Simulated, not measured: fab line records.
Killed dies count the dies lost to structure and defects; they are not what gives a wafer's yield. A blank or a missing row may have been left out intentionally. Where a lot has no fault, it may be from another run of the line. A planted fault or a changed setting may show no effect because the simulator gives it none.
Check for tools in common + flow n5 finfet + 10 lots, 30 wafers sampled

## REASON IT WAS OPENED
At N5_BEOL_M10_CD_MEAS_28 the reading cd nm is flagged on 2 of 10 lots. Fault-free wafers read 69.9 nm, with a standard deviation of 0.76.
Rule: a lot is flagged when every wafer of it that has a number lies more than 4 standard deviations from that mean, or none has a number. All remaining lots are regarded as sound.

| lot  | measured     | on        | cd nm (nm), wafer by wafer | flag    |
|------|--------------|-----------|----------------------------|---------|
| L938 | day 9 17:04  | cd sem-01 | 70.2 70.2 70.2             |         |
| L940 | day 10 04:47 | cd sem-03 | 69.5 71.0 70.3             |         |
| L939 | day 10 21:32 | cd sem-03 | 69.7 68.8 70.1             |         |
| L942 | day 11 15:26 | cd sem-02 | 69.8 70.1 70.0             |         |
| L949 | day 13 17:49 | cd sem-03 | 70.6 71.3 70.7             |         |
| L951 | day 14 06:16 | cd sem-01 | 78.1 76.5 78.1             | FLAGGED |
| L956 | day 14 20:10 | cd sem-02 | 70.7 71.1 70.9             |         |
| L955 | day 15 01:54 | cd sem-02 | 76.2 76.4 75.4             | FLAGGED |
| L958 | day 15 23:21 | cd sem-03 | 69.7 68.8 69.8             |         |
| L960 | day 17 03:49 | cd sem-02 | 70.1 70.3 69.9             |         |
Average over the flagged lots: 76.8 nm; offset from the usual +6.9 nm, equal to +9 standard deviations.

## WHICH TOOL EACH LOT WENT THROUGH
The record holds 1 process step before the reading, out of a route of 1938 steps. Read each cell as the tool, then ch plus the chambers that the sampled wafers visited, then the start.
| lot  | flag    | N5_BEOL_M10_EXPOSE_25              |
|------|---------|------------------------------------|
| L938 |         | arfi scanner-02 ch 0, day 9 16:56  |
| L940 |         | arfi scanner-02 ch 0, day 10 04:40 |
| L939 |         | arfi scanner-01 ch 0, day 10 21:25 |
| L942 |         | arfi scanner-03 ch 0, day 11 15:18 |
| L949 |         | arfi scanner-01 ch 0, day 13 17:41 |
| L951 | FLAGGED | arfi scanner-01 ch 0, day 14 06:08 |
| L956 |         | arfi scanner-03 ch 0, day 14 20:02 |
| L955 | FLAGGED | arfi scanner-01 ch 0, day 15 01:46 |
| L958 |         | arfi scanner-03 ch 0, day 15 23:13 |
| L960 |         | arfi scanner-03 ch 0, day 17 03:41 |
What the steps here do:
- N5_BEOL_M10_EXPOSE_25: exposes mask V9.
- N5_BEOL_M10_CD_MEAS_28: target cd 70 nm.

## FLAGGED OVER TOTAL, TOOL BY TOOL (the gauges that took the reading come last)
| step                   | tool            | lots run | flagged | share of the flagged lots | sound lots run after its first flagged lot |
|------------------------|-----------------|----------|---------|---------------------------|--------------------------------------------|
| N5_BEOL_M10_EXPOSE_25  | arfi scanner-01 | 4        | 2       | all                       | 0                                          |
| N5_BEOL_M10_EXPOSE_25  | arfi scanner-02 | 2        | 0       | none                      | -                                          |
| N5_BEOL_M10_EXPOSE_25  | arfi scanner-03 | 4        | 0       | none                      | -                                          |
| N5_BEOL_M10_CD_MEAS_28 | cd sem-01       | 2        | 1       | some                      | 0                                          |
| N5_BEOL_M10_CD_MEAS_28 | cd sem-02       | 4        | 1       | some                      | 1 (L960)                                   |
| N5_BEOL_M10_CD_MEAS_28 | cd sem-03       | 4        | 0       | none                      | -                                          |

## WHAT THE TABLE PERMITS
1 row of the table ran every flagged lot: arfi scanner-01 at N5_BEOL_M10_EXPOSE_25.
- arfi scanner-01 at N5_BEOL_M10_EXPOSE_25 ran 4 lots, 2 of them flagged. A fault beginning between L949 (day 13 17:41), its last sound lot, and L951 (day 14 06:08), its first flagged one, fits the data. Its own readings lie more than 4 standard deviations out on every wafer of the flagged lots: exposure dose mJ cm2.
Left over: one tool, arfi scanner-01 at N5_BEOL_M10_EXPOSE_25.

## WHAT THE SIMULATOR HAD INSERTED
Process parameter drift: arfi scanner-01, from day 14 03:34 on, at N5_BEOL_M10_EXPOSE_25. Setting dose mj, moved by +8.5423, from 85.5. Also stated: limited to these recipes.
Struck lots among those shown: L951, L955. The rule given above showed the same thing.
